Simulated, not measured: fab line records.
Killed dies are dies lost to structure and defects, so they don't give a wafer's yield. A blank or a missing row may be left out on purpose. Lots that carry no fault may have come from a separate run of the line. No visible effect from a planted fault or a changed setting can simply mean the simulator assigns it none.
Split-lot experiment :: flow n5Finfet :: 21 wafers read across 7 lots, on a route 1938 steps long

THE SPLIT ITSELF
At N5_BEOL_M3_ETCH_41 (etches SiCN in CH3F/O2, target depth 29.9 nm, time 52.5 s), the setting targetDepthA was moved away from the recipe's 299 angstrom on 8 of the 21 wafers read, by -9.3% to +9.6%. The other wafers ran this setting at the recipe's value.

The reading comes from the split's own step.

THE READING
etch.depthNm (the simulator's own value, which no gauge read), in nm, at N5_BEOL_M3_ETCH_41 (etches SiCN in CH3F/O2, target depth 29.9 nm, time 52.5 s). No usual value for it is given in the file. Across the 13 wafers here that went through the recipe, the average is 19.56 nm and the standard deviation 0.5 nm.

wafer: L075.1
tool, chamber at the split: rieDiel-03, 0
targetDepthA as run, angstrom: 327.7
against the recipe: +9.6%
etch.depthNm, nm: 21.34
against lot-mates on the recipe: +2.18

wafer: L075.2
tool, chamber at the split: rieDiel-03, 1
targetDepthA as run, angstrom: 299
against the recipe: recipe
etch.depthNm, nm: 19.16
against lot-mates on the recipe: -

wafer: L075.3
tool, chamber at the split: rieDiel-03, 2
targetDepthA as run, angstrom: 327.7
against the recipe: +9.6%
etch.depthNm, nm: 22.38
against lot-mates on the recipe: +3.22

wafer: L076.2
tool, chamber at the split: rieDiel-04, 3
targetDepthA as run, angstrom: 299
against the recipe: recipe
etch.depthNm, nm: 19.63
against lot-mates on the recipe: -

wafer: L076.3
tool, chamber at the split: rieDiel-04, 1
targetDepthA as run, angstrom: 271.1
against the recipe: -9.3%
etch.depthNm, nm: 17.31
against lot-mates on the recipe: -2.25

wafer: L076.6
tool, chamber at the split: rieDiel-04, 3
targetDepthA as run, angstrom: 299
against the recipe: recipe
etch.depthNm, nm: 19.48
against lot-mates on the recipe: -

wafer: L077.1
tool, chamber at the split: rieDiel-06, 3
targetDepthA as run, angstrom: 299
against the recipe: recipe
etch.depthNm, nm: 19.28
against lot-mates on the recipe: -

wafer: L077.5
tool, chamber at the split: rieDiel-06, 2
targetDepthA as run, angstrom: 299
against the recipe: recipe
etch.depthNm, nm: 20.22
against lot-mates on the recipe: -

wafer: L077.6
tool, chamber at the split: rieDiel-06, 1
targetDepthA as run, angstrom: 280.9
against the recipe: -6.1%
etch.depthNm, nm: 18.08
against lot-mates on the recipe: -1.67

wafer: L080.1
tool, chamber at the split: rieDiel-04, 3
targetDepthA as run, angstrom: 299
against the recipe: recipe
etch.depthNm, nm: 19.89
against lot-mates on the recipe: -

wafer: L080.3
tool, chamber at the split: rieDiel-04, 1
targetDepthA as run, angstrom: 299
against the recipe: recipe
etch.depthNm, nm: 19.25
against lot-mates on the recipe: -

wafer: L080.6
tool, chamber at the split: rieDiel-04, 2
targetDepthA as run, angstrom: 299
against the recipe: recipe
etch.depthNm, nm: 20.22
against lot-mates on the recipe: -

wafer: L081.4
tool, chamber at the split: rieDiel-03, 1
targetDepthA as run, angstrom: 299
against the recipe: recipe
etch.depthNm, nm: 19.06
against lot-mates on the recipe: -

wafer: L081.5
tool, chamber at the split: rieDiel-03, 3
targetDepthA as run, angstrom: 286
against the recipe: -4.3%
etch.depthNm, nm: 18.67
against lot-mates on the recipe: -0.98

wafer: L081.6
tool, chamber at the split: rieDiel-03, 2
targetDepthA as run, angstrom: 299
against the recipe: recipe
etch.depthNm, nm: 20.25
against lot-mates on the recipe: -

wafer: L084.1
tool, chamber at the split: rieDiel-03, 3
targetDepthA as run, angstrom: 278.6
against the recipe: -6.8%
etch.depthNm, nm: 17.7
against lot-mates on the recipe: -1.75

wafer: L084.5
tool, chamber at the split: rieDiel-03, 2
targetDepthA as run, angstrom: 299
against the recipe: recipe
etch.depthNm, nm: 20.07
against lot-mates on the recipe: -

wafer: L084.6
tool, chamber at the split: rieDiel-03, 1
targetDepthA as run, angstrom: 299
against the recipe: recipe
etch.depthNm, nm: 18.84
against lot-mates on the recipe: -

wafer: L092.2
tool, chamber at the split: rieDiel-03, 3
targetDepthA as run, angstrom: 282.2
against the recipe: -5.6%
etch.depthNm, nm: 18.07
against lot-mates on the recipe: -0.82

wafer: L092.3
tool, chamber at the split: rieDiel-03, 1
targetDepthA as run, angstrom: 299
against the recipe: recipe
etch.depthNm, nm: 18.89
against lot-mates on the recipe: -

wafer: L092.4
tool, chamber at the split: rieDiel-03, 0
targetDepthA as run, angstrom: 282.2
against the recipe: -5.6%
etch.depthNm, nm: 19
against lot-mates on the recipe: +0.11

THE FIT
A straight line over all 21 wafers: etch.depthNm changes by +0.235 nm for each +1% of targetDepthA; r = +0.91; the points scatter about the line by 0.49 nm.
The same after taking each lot's own level away (the mean of its wafers on the recipe; 21 wafers): +0.241 nm for each +1%; r = +0.90; scatter 0.53 nm.
The reading moves by 2.3 nm for the largest change in targetDepthA, on that fit.
The span of the lots' own levels, 18.890 to 19.787 nm, comes to 1.8 times the standard deviation stated above.
So the lot-to-lot level changes the slope little: the two slopes agree.
Check: for one of the wafers moved furthest among these (+9.6%), held out of the fit, the line's prediction against its lot-mates is +2.55 nm. It came out at +2.18 nm against them.

FURTHER SPLITS ON THESE WAFERS
These wafers also went through other splits before the reading. Each is held against what the fit with the lots' levels taken away leaves over:
other split on the same wafers: N5_BEOL_M1_COAT_61 spinRpm
wafers away from the commonest value: 11
r with etch.depthNm (lot level and that fit taken away): +0.21

other split on the same wafers: N5_BEOL_M1_VIA_ETCH_34 biasW
wafers away from the commonest value: 7
r with etch.depthNm (lot level and that fit taken away): -0.04

other split on the same wafers: N5_BEOL_M1_TRENCH_ETCH_37 timeS
wafers away from the commonest value: 6
r with etch.depthNm (lot level and that fit taken away): -0.32

other split on the same wafers: N5_BEOL_M2_TRENCH_ETCH_37 timeS
wafers away from the commonest value: 9
r with etch.depthNm (lot level and that fit taken away): +0.26

other split on the same wafers: N5_BEOL_M3_EXPOSE_25 doseMj
wafers away from the commonest value: 7
r with etch.depthNm (lot level and that fit taken away): +0.01

FILE'S OWN FIT
etch.depthNm changes by +0.241 nm for each +1% of targetDepthA, r = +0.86.
